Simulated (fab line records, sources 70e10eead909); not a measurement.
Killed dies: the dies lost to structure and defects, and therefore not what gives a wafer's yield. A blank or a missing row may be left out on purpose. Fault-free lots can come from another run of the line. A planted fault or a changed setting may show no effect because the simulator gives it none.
Struck lot and sound lot, side by side -- flow nand_harc -- 27 out of 1159 route steps
Sound: these wafers, L603.2, L603.3, L603.6. Struck: wafers L599.2, L599.3, L599.5. The cause is named last.
For every step that has rows: the tool of each side, followed by ch and its chambers, followed by its first start. Under that, the readings that differ: sound wafers -- struck wafers -- difference of the means -- sigmas: that difference in standard deviations of wafers without a fault.
alike: same words and numbers on both sides, and readings whose means sit less than 2 such deviations apart. not compared: any withheld reading, any reading some wafer has no value for, any bound like >300 that may hide the same value, and any number with overlapping values for which the record gives no deviation.
A row with sigmas, a row that says differs or no value, or rows on one side alone: a step with any of these is where the two part. When numbers do not overlap yet have no deviation, they are printed without sigmas and do not part them. A reading that every wafer of one side lacks parts them only if that side has two wafers or more.

first, 3 steps without rows for these wafers: NHARC_P_GATE_EXPOSE_08 (exposes mask P HV); NHARC_P_GATE_PEB_09 (peb time 85 s); NHARC_P_GATE_DEVELOP_10 (time 70 s).
NHARC_P_GATE_CD_MEAS_11: the cd target is 1640 nm.
  sound on cd_sem-03 ch 0, day 7 16:12; struck on cd_sem-02 ch 0, day 6 05:14
  alike: cd_nm
then, 1 step without rows for these wafers: NHARC_P_GATE_HARDBAKE_12 (time 80 s).
NHARC_P_GATE_DESCUM_13: chemistry O2, time 3 s.
  sound on rie_diel-09 ch 1,3, day 7 16:22; struck on rie_diel-10 ch 1,3, day 6 05:24
  alike: drypump_motor_current_A, oes_product_au, rf_vpp_V, showerhead_plenum_p_Torr, throttle_valve_pct
  not compared: rf_hours_counter_h
then, 6 steps without rows for these wafers: NHARC_P_GATE_ETCH_14 (etches SiO2 in dHF, target depth 48.8 nm); NHARC_P_GATE_STRIP_15 (strips in SPM, time 780 s); NHARC_P_GATE_PRECLEAN_71 (cleans in SC1); NHARC_P_GATE_SRD_72; NHARC_P_GATE_OXIDE_16 (material SiO2, target thk 3 nm, ox time 392 s); NHARC_P_GATE_CVD_17 (deposits poly-Si, target thk 150 nm, time 900 s).
NHARC_P_GATE_HM_DEP_102: deposits aC, target thk 120 nm.
  sound on acl_dep-03 ch 0, day 8 05:49; struck on acl_dep-02 ch 0, day 6 17:37
  alike: throttle_valve_pct
NHARC_P_GATE_DEP_103: deposits SiON, target thk 30 nm.
  sound on pecvd-02 ch 1,2, day 8 06:22; struck on pecvd-03 ch 0,1, day 6 18:10
  alike: heater_power_w
then, 8 steps without rows for these wafers: NHARC_P_GATE_DEHYDRATE_18 (time 120 s); NHARC_P_GATE_HMDS_19 (time 30 s); NHARC_P_GATE_COAT_20 (resist thk 90 nm); NHARC_P_GATE_SOFTBAKE_21 (time 55 s); NHARC_P_GATE_EBR_22; NHARC_P_GATE_EXPOSE_23 (exposes mask P GATE, target cd 120 nm); NHARC_P_GATE_PEB_24 (peb time 65 s); NHARC_P_GATE_DEVELOP_25 (develop time 35 s).
NHARC_P_GATE_CD_MEAS_26: the cd target is 120 nm.
  sound on cd_sem-02 ch 0, day 8 07:03; struck on cd_sem-02 ch 0, day 6 18:51
  alike: cd_nm
NHARC_P_GATE_OVL_MEAS_27:
  sound: overlay-01 at day 8 07:08; struck: overlay-02 at day 6 18:56
  alike: overlay_x_nm, overlay_y_nm
NHARC_P_GATE_INSPECT_28:
  sound: defect_inspect-02 at day 8 07:11; struck: defect_inspect-02 at day 6 18:58
reading,sound,struck,difference,sigmas
raw_defect_count,7 9 8,13 24 18,+10,+4
NHARC_P_GATE_DESCUM_31: chemistry O2, time 3 s.
  sound on rie_diel-10 ch 0,2, day 8 07:14; struck on rie_diel-02 ch 0,2, day 6 19:02
reading,sound,struck,difference,sigmas
showerhead_plenum_p_Torr (Torr),2.05 2.03 2.05,1.93 1.76 1.76,-0.23,-2
  alike: drypump_motor_current_A, oes_product_au, rf_vpp_V, throttle_valve_pct
  not compared: rf_hours_counter_h
-- record jumps: 14 days between struck wafers' starts before vs after; left off in module P_GATE, resumes in module END, first step shown is number 1159 of the route --
NHARC_END_SORT_01:
  only the struck wafers appear in the record here, on prober-01 ch 0 at day 21 01:39; the sound ones have no rows

WHERE THEY PART
Earliest at NHARC_P_GATE_INSPECT_28; latest, in this record, at NHARC_END_SORT_01.

WHY: whatever the simulator had introduced
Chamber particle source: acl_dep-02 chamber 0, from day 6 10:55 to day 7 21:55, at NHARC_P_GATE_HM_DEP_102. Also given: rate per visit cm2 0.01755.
